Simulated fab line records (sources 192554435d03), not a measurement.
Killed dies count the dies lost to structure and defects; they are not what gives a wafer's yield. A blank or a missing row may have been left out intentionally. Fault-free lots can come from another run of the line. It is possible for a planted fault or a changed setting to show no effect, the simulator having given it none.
fab line records ; flow n5-finfet
record: lots: 15; wafers: 45; last-day: 17
route steps=1938 shown MOL_CONTACT_COAG@572
lots with no fault: from the same line, run without faults
start-h: hours from the record's opening day to when the first of the lot's shown wafers began ; wait-h: time in hours since the lot's previous step ; " repeats the value in the row above ; L1.1+2: several wafers, shown together as one row ; - no value present, or no start provided ; * or withheld: withheld ; < > ~ a bound
route shown NAME@n: NAME is a module with steps in the file, n the number in the route of the first one ; usual: mean/standard deviation taken from wafers without a fault ; same: alike in all rows ; chamber/n: place in a boat ; sites: each site's reading ; _std_site: standard deviation across them ; _edge_site: inner sites' mean taken away from outer sites' mean ; radius-mm: for every site, how far away it sits from the centre of the wafer ; mask NAME#n: copy n ; behind: the most recent tool/chamber to have shaped the wafer ; hold: cause of the lot's hold/its duration in hours/its outcome ; device: which transistor (n, p or np) failed to switch ; end of line: tests run on the same wafers once the route is complete ; where a step has no rows: the recipe by itself ; killed: dies lost to structure and defects at the first sort, not the wafer's yield ; map: a wafer's dies, marking killed ones x, the rest . and places with no die _
set.NAME: the run value of the setting; set.NAME@STEP: its run value at that earlier step ; model.NAME: the simulator's own value behind a step, which no gauge read
a sample of lots followed through the steps of the route, with each step as a table and each wafer as a row
services: a tool's chamber out of use, with start hour (start-h, from the record's first day; less than 0 if before it), hours out, and reason
== steps ==
step: N5_MOL_CONTACT_COAG_DEVELOP_83
recipe: develop-time-s: 30; developer: TMAH; resist: CAR-EUV; rinse-liquid: surfactant-rinse; dry: air-spin; dev-temp-c: 23
usual: chill-plate-temp-C: 22.97/0.098; develop-time-s: 30/0; exhaust-pa: 45.1/1
lot.wafer;tool;chamber;start-h;wait-h;chill-plate-temp-C;develop-time-s;exhaust-pa
L385.1;litho-track-01;0;97.55;-;22.84;30;44.2
L385.4;litho-track-01;0;97.55;-;22.96;30;44.5
L385.6;litho-track-01;0;97.55;-;22.97;30;43.8
L386.1;litho-track-03;0;106.49;-;22.97;30;45.0
L386.4;litho-track-03;0;106.49;-;22.97;30;45.0
L386.5;litho-track-03;0;106.49;-;23.03;30;45.2
L388.1;litho-track-05;0;117.87;-;23.12;30;43.7
L388.4;litho-track-05;0;117.87;-;23.11;30;43.6
L388.5;litho-track-05;0;117.87;-;23.13;30;44.0
L390.4;litho-track-05;0;128.12;-;22.89;30;45.3
L390.5;litho-track-05;0;128.12;-;22.98;30;45.3
L390.6;litho-track-05;0;128.12;-;22.91;30;43.7
L391.2;litho-track-05;0;139.99;-;23.02;30;46.1
L391.3;litho-track-05;0;139.99;-;22.97;30;44.7
L391.6;litho-track-05;0;139.99;-;23.04;30;45.8
L392.1;litho-track-03;0;140.22;-;23.07;30;44.6
L392.4;litho-track-03;0;140.22;-;23.15;30;43.9
L392.5;litho-track-03;0;140.22;-;22.96;30;45.6
L393.1;litho-track-01;0;146.58;-;22.96;30;45.8
L393.5;litho-track-01;0;146.58;-;22.84;30;44.7
L393.6;litho-track-01;0;146.58;-;22.77;30;45.7
L394.1;litho-track-03;0;154.85;-;22.98;30;45.2
L394.4;litho-track-03;0;154.85;-;23.07;30;46.3
L394.6;litho-track-03;0;154.85;-;23.02;30;44.9
L395.2;litho-track-05;0;160.36;-;22.92;30;45.9
L395.3;litho-track-05;0;160.36;-;22.91;30;46.1
L395.5;litho-track-05;0;160.36;-;22.98;30;44.5
L397.1;litho-track-03;0;171.17;-;22.96;30;46.5
L397.4;litho-track-03;0;171.17;-;23.01;30;46.3
L397.5;litho-track-03;0;171.17;-;22.98;30;45.1
L398.4;litho-track-01;0;179.05;-;22.91;30;42.8
L398.5;litho-track-01;0;179.05;-;23.00;30;43.1
L398.6;litho-track-01;0;179.05;-;23.00;30;42.9
L400.3;litho-track-01;-;188.86;-;-;-;-
L400.4;litho-track-01;-;188.86;-;-;-;-
L400.6;litho-track-01;-;188.86;-;-;-;-
L399.1;litho-track-01;-;192.96;-;-;-;-
L399.4;litho-track-01;-;192.96;-;-;-;-
L399.6;litho-track-01;-;192.96;-;-;-;-
L401.1;litho-track-01;-;196.26;-;-;-;-
L401.5;litho-track-01;-;196.26;-;-;-;-
L401.6;litho-track-01;-;196.26;-;-;-;-
L403.2;litho-track-01;0;208.36;-;22.97;30;45.1
L403.4;litho-track-01;0;208.36;-;23.08;30;46.3
L403.5;litho-track-01;0;208.36;-;23.03;30;45.7
step: N5_MOL_CONTACT_COAG_ETCH_89
recipe: chemistry: N2/H2; target: underlayer; target-depth-a: 130; mask-material: CAR-EUV; time-s: 10.4; ion-energy-ev: 200; pressure-mtorr: 30; source-w: 840; bias-w: 150; n2-flow-sccm: 200; h2-flow-sccm: 200; ends: cleared
usual: drypump-motor-current-A: 5.6/0.51; etch-rf-on-time-s: 10.30/0.12; oes-product-au: 0.72/0.072; rf-vpp-V: 525.4/2.9; showerhead-plenum-p-Torr: 2.60/0.1; throttle-valve-pct: 17.79/0.17
lot.wafer;tool;chamber;start-h;wait-h;drypump-motor-current-A;etch-rf-on-time-s;oes-product-au;rf-hours-counter-h;rf-vpp-V;showerhead-plenum-p-Torr;throttle-valve-pct
L385.1;rie-diel-01;3;97.76;0.0;6.3;10.19;0.82;4;522.7;2.50;17.82
L385.4;rie-diel-01;1;97.76;0.0;5.1;10.30;0.81;-;528.9;2.71;17.72
L385.6;rie-diel-01;0;97.76;0.0;5.7;10.40;0.71;-;525.6;2.57;17.62
L386.1;rie-diel-01;1;106.71;0.0;5.1;10.48;0.80;14;528.1;2.71;17.72
L386.4;rie-diel-01;3;106.71;0.0;6.3;10.37;0.80;7;523.2;2.50;17.84
L386.5;rie-diel-01;1;106.71;0.0;5.1;10.41;0.79;-;528.7;2.71;17.73
L388.1;rie-diel-03;0;118.09;0.0;5.5;10.31;0.60;232;522.7;2.50;17.75
L388.4;rie-diel-03;3;118.09;0.0;4.8;10.38;0.63;186;525.7;2.63;18.18
L388.5;rie-diel-03;0;118.09;0.0;5.5;10.33;0.59;-;524.2;2.50;17.76
L390.4;rie-diel-03;0;128.50;0.0;5.5;10.24;0.59;-;521.5;2.50;17.76
L390.5;rie-diel-03;3;128.50;0.0;4.9;10.28;0.62;-;526.4;2.63;18.21
L390.6;rie-diel-03;1;128.50;0.0;6.4;10.33;0.76;-;528.3;2.71;17.81
L391.2;rie-diel-03;0;140.24;0.0;5.5;10.31;0.59;240;523.6;2.49;17.77
L391.3;rie-diel-03;2;140.24;0.0;5.3;10.50;0.63;188;520.3;2.43;18.05
L391.6;rie-diel-03;3;140.24;0.0;4.9;10.23;0.62;-;526.6;2.63;18.20
L392.1;rie-diel-01;1;140.66;0.0;5.1;10.31;0.78;22;527.6;2.71;17.73
L392.4;rie-diel-01;2;140.66;0.0;5.3;10.37;0.81;9;528.5;2.71;17.63
L392.5;rie-diel-01;1;140.66;0.0;5.1;10.38;0.77;-;527.1;2.71;17.71
L393.1;rie-diel-03;3;146.80;0.0;4.9;10.28;0.62;197;526.2;2.63;18.20
L393.5;rie-diel-03;2;146.80;0.0;5.3;10.43;0.63;-;520.8;2.43;18.06
L393.6;rie-diel-03;1;146.80;0.0;6.5;10.23;0.76;-;529.9;2.71;17.82
L394.1;rie-diel-03;0;155.06;0.0;5.5;10.32;0.58;246;522.5;2.49;17.80
L394.4;rie-diel-03;1;155.06;0.0;6.5;10.17;0.75;-;529.2;2.70;17.81
L394.6;rie-diel-03;0;155.06;0.0;5.5;10.34;0.58;-;522.9;2.49;17.77
L395.2;rie-diel-03;3;160.57;0.0;4.8;10.32;0.63;204;525.4;2.62;18.22
L395.3;rie-diel-03;2;160.57;0.0;5.3;10.45;0.62;192;519.8;2.43;18.05
L395.5;rie-diel-03;1;160.57;0.0;6.5;10.25;0.75;-;529.1;2.70;17.84
L397.1;rie-diel-04;0;171.66;0.0;5.3;10.40;0.76;33;523.6;2.49;17.72
L397.4;rie-diel-04;2;171.66;0.0;6.1;10.28;0.69;88;523.2;2.56;17.58
L397.5;rie-diel-04;2;171.66;0.0;6.1;10.20;0.70;-;524.4;2.56;17.59
L398.4;rie-diel-04;1;179.52;0.0;5.1;10.40;0.76;21;529.5;2.71;17.63
L398.5;rie-diel-04;0;179.52;0.0;5.3;10.35;0.77;-;523.1;2.49;17.73
L398.6;rie-diel-04;3;179.52;0.0;6.1;10.56;0.58;-;520.0;2.40;18.11
L400.3;rie-diel-01;2;189.52;0.0;5.3;10.37;0.78;22;527.3;2.71;17.67
L400.4;rie-diel-01;1;189.52;0.0;5.1;10.21;0.76;39;526.6;2.70;17.75
L400.6;rie-diel-01;1;189.52;0.0;5.1;10.32;0.76;-;528.8;2.70;17.75
L399.1;rie-diel-01;2;193.76;0.0;5.3;10.31;0.78;24;528.1;2.71;17.66
L399.4;rie-diel-01;1;193.76;0.0;5.1;10.08;0.76;41;527.8;2.70;17.78
L399.6;rie-diel-01;1;193.76;0.0;5.1;10.22;0.75;-;527.4;2.70;17.76
L401.1;rie-diel-01;0;196.55;0.0;5.8;10.41;0.68;100;523.0;2.56;17.67
L401.5;rie-diel-01;0;196.55;0.0;5.8;10.36;0.68;-;523.2;2.55;17.67
L401.6;rie-diel-01;3;196.55;0.0;6.3;10.28;0.75;-;522.0;2.49;17.89
L403.2;rie-diel-01;0;208.58;0.0;5.7;10.41;0.67;104;525.4;2.55;17.68
L403.4;rie-diel-01;2;208.58;0.0;5.4;10.34;0.76;29;527.5;2.70;17.66
L403.5;rie-diel-01;3;208.58;0.0;6.3;10.22;0.74;-;522.9;2.49;17.88
step: N5_MOL_CONTACT_COAG_ETCHBACK_132
recipe: chemistry: CHF3; target: SiO2; target-depth-a: 100; time-s: 6.7; ion-energy-ev: 200; pressure-mtorr: 30; source-w: 610; bias-w: 170; Ar_flow_sccm: 200; CHF3_flow_sccm: 50
usual: CHF3_flow_sccm: 50.00/0.16; drypump-motor-current-A: 5.6/0.53; mfc-ar-sccm: 200.0/0.58; oes-product-au: 0.83/0.09; rf-vpp-V: 525/5.9; showerhead-plenum-p-Torr: 2.41/0.094; throttle-valve-pct: 18.66/0.2
lot.wafer;tool;chamber;start-h;wait-h;CHF3_flow_sccm;drypump-motor-current-A;mfc-ar-sccm;oes-product-au;rf-hours-counter-h;rf-vpp-V;showerhead-plenum-p-Torr;throttle-valve-pct
L385.1;rie-diel-03;0;98.04;0.1;50.08;5.5;201.1;0.69;225;523;2.34;18.69
L385.4;rie-diel-03;3;98.04;0.1;50.18;4.8;200.0;0.74;179;526;2.47;18.97
L385.6;rie-diel-03;2;98.04;0.1;50.11;5.3;200.3;0.74;-;519;2.28;18.84
L386.1;rie-diel-03;0;106.99;0.1;50.22;5.5;200.0;0.70;229;523;2.34;18.67
L386.4;rie-diel-03;2;106.99;0.1;50.09;5.3;199.7;0.74;179;520;2.28;18.84
L386.5;rie-diel-03;0;106.99;0.1;50.07;5.5;200.1;0.69;-;522;2.34;18.69
L388.1;rie-diel-04;1;118.37;0.1;50.10;5.0;200.0;0.96;1;527;2.52;18.29
L388.4;rie-diel-04;0;118.37;0.1;50.06;5.3;200.8;0.93;17;537;2.34;18.55
L388.5;rie-diel-04;3;118.37;0.1;50.00;6.0;200.7;0.68;-;520;2.26;19.02
L390.4;rie-diel-01;1;128.77;0.1;49.93;5.1;199.7;0.91;22;534;2.53;18.63
L390.5;rie-diel-01;0;128.77;0.1;50.17;5.7;200.2;0.82;-;525;2.40;18.58
L390.6;rie-diel-01;3;128.77;0.1;50.18;6.3;200.2;0.93;-;519;2.34;18.70
L391.2;rie-diel-04;0;140.59;0.2;49.74;5.3;199.7;0.92;24;536;2.34;18.56
L391.3;rie-diel-04;1;140.59;0.2;50.12;5.0;200.5;0.93;9;526;2.52;18.29
L391.6;rie-diel-04;2;140.59;0.2;49.87;6.1;199.7;0.82;-;518;2.41;18.49
L392.1;rie-diel-03;1;140.94;0.1;49.68;6.5;200.3;0.89;42;531;2.52;18.63
L392.4;rie-diel-03;2;140.94;0.1;50.14;5.3;199.6;0.74;188;520;2.28;18.85
L392.5;rie-diel-03;1;140.94;0.1;49.70;6.4;199.5;0.90;-;531;2.52;18.62
L393.1;rie-diel-01;0;147.26;0.3;49.74;5.7;200.3;0.81;82;525;2.40;18.57
L393.5;rie-diel-01;1;147.26;0.3;49.92;5.1;199.7;0.89;-;533;2.53;18.62
L393.6;rie-diel-01;3;147.26;0.3;49.89;6.3;200.6;0.92;-;518;2.34;18.70
L394.1;rie-diel-03;0;155.34;0.1;49.70;5.5;199.3;0.68;246;523;2.33;18.71
L394.4;rie-diel-03;3;155.34;0.1;49.96;4.8;199.3;0.72;-;527;2.46;18.99
L394.6;rie-diel-03;1;155.34;0.1;50.00;6.5;201.1;0.88;-;528;2.52;18.63
L395.2;rie-diel-03;3;161.50;0.1;50.21;4.8;200.5;0.72;204;527;2.46;19.00
L395.3;rie-diel-03;2;161.50;0.1;50.00;5.3;199.6;0.73;193;521;2.28;18.85
L395.5;rie-diel-03;3;161.50;0.1;50.23;4.8;201.1;0.72;-;528;2.45;19.00
L397.1;rie-diel-04;3;172.34;0.1;49.81;6.0;199.7;0.68;247;518;2.25;19.04
L397.4;rie-diel-04;2;172.34;0.1;49.89;6.1;199.8;0.81;88;518;2.40;18.52
L397.5;rie-diel-04;0;172.34;0.1;50.08;5.4;200.3;0.89;-;535;2.33;18.60
L398.4;rie-diel-03;2;180.14;0.4;50.00;5.3;199.5;0.72;-;518;2.27;18.86
L398.5;rie-diel-03;1;180.14;0.4;50.33;6.5;200.5;0.86;-;530;2.51;18.65
L398.6;rie-diel-03;2;180.14;0.4;50.06;5.3;199.1;0.72;-;520;2.27;18.86
L400.3;rie-diel-04;1;189.98;0.2;49.71;5.1;199.7;0.88;26;527;2.51;18.33
L400.4;rie-diel-04;2;189.98;0.2;50.02;6.1;199.6;0.79;-;519;2.40;18.50
L400.6;rie-diel-04;1;189.98;0.2;49.93;5.1;200.0;0.88;-;526;2.52;18.32
L399.1;rie-diel-04;0;194.04;0.1;49.78;5.3;200.1;0.88;44;535;2.33;18.60
L399.4;rie-diel-04;1;194.04;0.1;49.99;5.0;200.5;0.87;-;527;2.51;18.33
L399.6;rie-diel-04;0;194.04;0.1;49.92;5.3;200.4;0.88;-;537;2.33;18.61
L401.1;rie-diel-03;0;196.83;0.1;49.97;5.5;199.7;0.99;5;523;2.33;18.36
L401.5;rie-diel-03;1;196.83;0.1;50.05;6.5;199.7;0.85;-;529;2.51;18.66
L401.6;rie-diel-03;0;196.83;0.1;49.87;5.5;201.1;0.98;-;522;2.33;18.34
L403.2;rie-diel-01;2;208.86;0.1;50.21;5.3;200.5;0.90;29;528;2.52;18.58
L403.4;rie-diel-01;1;208.86;0.1;50.21;5.1;199.7;0.86;46;534;2.52;18.66
L403.5;rie-diel-01;1;208.86;0.1;49.95;5.1;199.6;0.86;-;534;2.52;18.67
step: N5_MOL_CONTACT_COAG_ETCH_91
recipe: chemistry: N2/H2; target: SOC; target-depth-a: 600; overetch-a: 210; mask-material: SiARC; temp-c: 40; time-s: 101.2; ion-energy-ev: 200; pressure-mtorr: 30; source-w: 840; bias-w: 150; n2-flow-sccm: 200; h2-flow-sccm: 200
usual: drypump-motor-current-A: 5.6/0.53; oes-product-au: 0.69/0.072; rf-vpp-V: 525/3.1; showerhead-plenum-p-Torr: 2.57/0.11; temp-c: 40.01/0.12; throttle-valve-pct: 17.77/0.22
lot.wafer;tool;chamber;start-h;wait-h;drypump-motor-current-A;oes-product-au;rf-hours-counter-h;rf-vpp-V;showerhead-plenum-p-Torr;temp-c;throttle-valve-pct
L385.1;rie-diel-03;0;98.08;0.0;5.5;0.58;225;522;2.50;39.79;17.70
L385.4;rie-diel-03;3;98.08;0.0;4.8;0.62;179;528;2.63;39.93;18.14
L385.6;rie-diel-03;2;98.08;0.0;5.3;0.63;-;520;2.43;39.95;17.99
L386.1;rie-diel-03;0;107.02;0.0;5.5;0.58;229;525;2.50;40.13;17.74
L386.4;rie-diel-03;2;107.02;0.0;5.3;0.62;179;521;2.43;40.03;17.99
L386.5;rie-diel-03;0;107.02;0.0;5.5;0.58;-;522;2.50;40.22;17.74
L388.1;rie-diel-04;1;118.40;0.0;5.1;0.81;1;528;2.72;40.17;17.56
L388.4;rie-diel-04;0;118.40;0.0;5.4;0.78;17;523;2.50;39.89;17.64
L388.5;rie-diel-04;3;118.40;0.0;6.1;0.59;-;522;2.40;39.99;18.06
L390.4;rie-diel-01;1;128.80;0.0;5.1;0.76;22;529;2.71;39.78;17.69
L390.5;rie-diel-01;0;128.80;0.0;5.7;0.68;-;524;2.56;40.08;17.59
L390.6;rie-diel-01;3;128.80;0.0;6.3;0.77;-;522;2.50;40.07;17.80
L391.2;rie-diel-04;0;140.62;0.0;5.3;0.77;24;523;2.49;40.15;17.65
L391.3;rie-diel-04;1;140.62;0.0;5.0;0.78;9;529;2.72;40.25;17.55
L391.6;rie-diel-04;2;140.62;0.0;6.1;0.69;-;526;2.57;40.00;17.53
L392.1;rie-diel-03;1;140.97;0.0;6.5;0.74;42;528;2.71;40.03;17.77
L392.4;rie-diel-03;2;140.97;0.0;5.3;0.61;188;521;2.43;39.99;18.02
L392.5;rie-diel-03;1;140.97;0.0;6.5;0.75;-;529;2.71;39.93;17.78
L393.1;rie-diel-01;0;147.29;0.0;5.7;0.69;83;524;2.56;40.05;17.62
L393.5;rie-diel-01;1;147.29;0.0;5.1;0.76;-;529;2.71;40.03;17.70
L393.6;rie-diel-01;3;147.29;0.0;6.3;0.76;-;523;2.50;40.07;17.81
L394.1;rie-diel-03;0;155.38;0.0;5.5;0.57;246;522;2.49;40.12;17.75
L394.4;rie-diel-03;3;155.38;0.0;4.9;0.61;-;526;2.62;39.99;18.17
L394.6;rie-diel-03;1;155.38;0.0;6.5;0.73;-;527;2.71;40.11;17.80
L395.2;rie-diel-03;3;161.53;0.0;4.9;0.60;204;526;2.62;40.04;18.17
L395.3;rie-diel-03;2;161.53;0.0;5.3;0.61;193;520;2.43;40.03;18.01
L395.5;rie-diel-03;3;161.53;0.0;4.8;0.60;-;527;2.62;39.98;18.19
L397.1;rie-diel-04;3;172.37;0.0;6.0;0.58;247;520;2.40;40.10;18.07
L397.4;rie-diel-04;2;172.37;0.0;6.1;0.67;88;525;2.56;40.02;17.56
L397.5;rie-diel-04;0;172.37;0.0;5.4;0.75;-;522;2.49;40.07;17.68
L398.4;rie-diel-03;2;180.21;0.1;5.3;0.61;-;521;2.43;39.68;18.04
L398.5;rie-diel-03;1;180.21;0.1;6.5;0.71;-;526;2.70;39.92;17.81
L398.6;rie-diel-03;2;180.21;0.1;5.3;0.61;-;521;2.43;39.89;18.03
L400.3;rie-diel-04;1;190.02;0.0;5.1;0.74;26;527;2.71;39.91;17.59
L400.4;rie-diel-04;2;190.02;0.0;6.1;0.67;-;524;2.56;40.04;17.54
L400.6;rie-diel-04;1;190.02;0.0;5.1;0.74;-;527;2.71;39.99;17.57
L399.1;rie-diel-04;0;194.07;0.0;5.4;0.73;44;522;2.48;39.85;17.70
L399.4;rie-diel-04;1;194.07;0.0;5.1;0.74;-;527;2.71;40.11;17.60
L399.6;rie-diel-04;0;194.07;0.0;5.3;0.73;-;522;2.48;39.86;17.70
L401.1;rie-diel-03;0;196.87;0.0;5.5;0.81;5;521;2.49;40.10;17.37
L401.5;rie-diel-03;1;196.87;0.0;6.5;0.70;-;527;2.70;40.14;17.84
L401.6;rie-diel-03;0;196.87;0.0;5.5;0.82;-;522;2.49;39.94;17.35
L403.2;rie-diel-01;2;208.89;0.0;5.4;0.75;29;528;2.70;39.85;17.65
L403.4;rie-diel-01;1;208.89;0.0;5.1;0.73;46;529;2.70;40.12;17.74
L403.5;rie-diel-01;1;208.89;0.0;5.1;0.72;-;528;2.70;40.06;17.74
== services ==
tool;chamber;start-h;hours;kind
rie-diel-01;2;85.67;-;clean
rie-diel-01;2;85.67;-;consumable-replace:focus-ring
rie-diel-01;2;85.67;-;consumable-replace:showerhead
rie-diel-01;2;85.67;16.1;scheduled-down
rie-diel-01;2;85.67;16.1;vent-cycle
rie-diel-04;1;92.78;-;clean
rie-diel-04;1;92.78;-;consumable-replace:focus-ring
rie-diel-04;1;92.78;-;consumable-replace:showerhead
rie-diel-04;1;92.78;18.6;scheduled-down
rie-diel-04;1;92.78;18.6;vent-cycle
rie-diel-04;3;103.26;4.3;repair
rie-diel-01;-;129.43;10.9;repair
rie-diel-04;3;138.33;9.4;repair
rie-diel-01;2;143.52;8.2;repair
rie-diel-03;0;165.44;-;clean
rie-diel-03;0;165.44;-;consumable-replace:focus-ring
rie-diel-03;0;165.44;20.8;scheduled-down
rie-diel-03;0;165.44;20.8;vent-cycle
rie-diel-04;3;182.81;-;clean
rie-diel-04;3;182.81;-;consumable-replace:focus-ring
rie-diel-04;3;182.81;-;consumable-replace:showerhead
rie-diel-04;3;182.81;17.6;scheduled-down
rie-diel-04;3;182.81;17.6;vent-cycle
== key ==
first-sign: step: N5_MOL_CONTACT_COAG_DEVELOP_83; reading: tool-record; direction: missing
effect none on later readings
met-at N5_MOL_CONTACT_COAG_DEVELOP_83
struck-lots L399,L400,L401
later-rows-left-out L399.1,L399.4,L399.6,L400.3,L400.4,L400.6,L401.1,L401.5,L401.6
sort-left-out L399.1,L399.4,L399.6,L400.3,L400.4,L400.6,L401.1,L401.5,L401.6
tester-left-out L399,L400,L401
not-acting-at N5_MOL_CONTACT_COAG_ETCH_89,N5_MOL_CONTACT_COAG_ETCHBACK_132,N5_MOL_CONTACT_COAG_ETCH_91
onset-between 179.05 188.86
fault: kind: skipped-step-whole; tool: litho-track-01; chamber: -; onset-h: 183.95; steps: N5_MOL_CONTACT_COAG_DEVELOP_83; scope: struck-lots-only
tester-left-out: of these lots the tester's yield and bins aren't shown, on N5 and GAA mostly nor the transistor test; their killed dies are dies lost to structure and defects alone, not to doping, threshold or leakage, so they don't give the yield
sort-left-out: the simulated sort isn't trusted on such a fault, so these wafers' sort isn't shown, and their yield isn't known
later-rows-left-out: the simulator's readings of these wafers behind a module that went badly wrong aren't trusted and aren't shown, but for the sort
